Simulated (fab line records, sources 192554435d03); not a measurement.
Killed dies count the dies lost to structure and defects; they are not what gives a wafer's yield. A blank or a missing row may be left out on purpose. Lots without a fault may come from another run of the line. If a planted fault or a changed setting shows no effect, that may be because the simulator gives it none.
Matching of chambers -- flow n5-finfet -- N5_HKMG_FIN_DESCUM_53 on rie-diel-02 has 4 sister chambers
The step chemistry O2, time 7.9 s. 4 wafers are shown with their chamber, then 9 later ones without.

WAFERS, EACH WITH ITS CHAMBER
wafer,chamber,showerhead-plenum-p-Torr (Torr)
L081.6,0,2.23
L089.1,1,2.20
L089.2,2,2.05
L089.5,3,2.17

WAFERS WITHOUT THEIR CHAMBER
wafer,showerhead-plenum-p-Torr (Torr)
L091.1,2.17
L091.2,2.05
L091.3,2.22
L091.4,2.20
L091.5,2.20
L091.6,2.05
L096.1,2.16
L096.2,2.22
L096.3,2.20

WHICH CHAMBER EACH WENT THROUGH
wafer,from the rows above,in truth
L091.1,3,3
L091.2,2,2
L091.3,can't be placed: 0 or 1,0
L091.4,1,1
L091.5,1,1
L091.6,2,2
L096.1,3,3
L096.2,can't be placed: 0 or 1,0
L096.3,1,1
Placed correctly: 7 of 9. From these rows, 2 cannot be placed; in 2 the true chamber is one of the candidates. 0 placed wrongly.
How it was worked out, from the rows above alone: a wafer's distance from a chamber is the root of the sum, over the readings, of the square of ((its reading less the chamber's mean) divided by the reading's scatter). The wafer belongs to the nearest chamber; if the next one is less than 2 further off, it can't be placed. For every chamber, the mean is computed from those of its wafers that are shown. The scatter (one wafer shown for each chamber): square how far every hidden wafer sits from the nearest shown wafer, average those squares and take the square root.
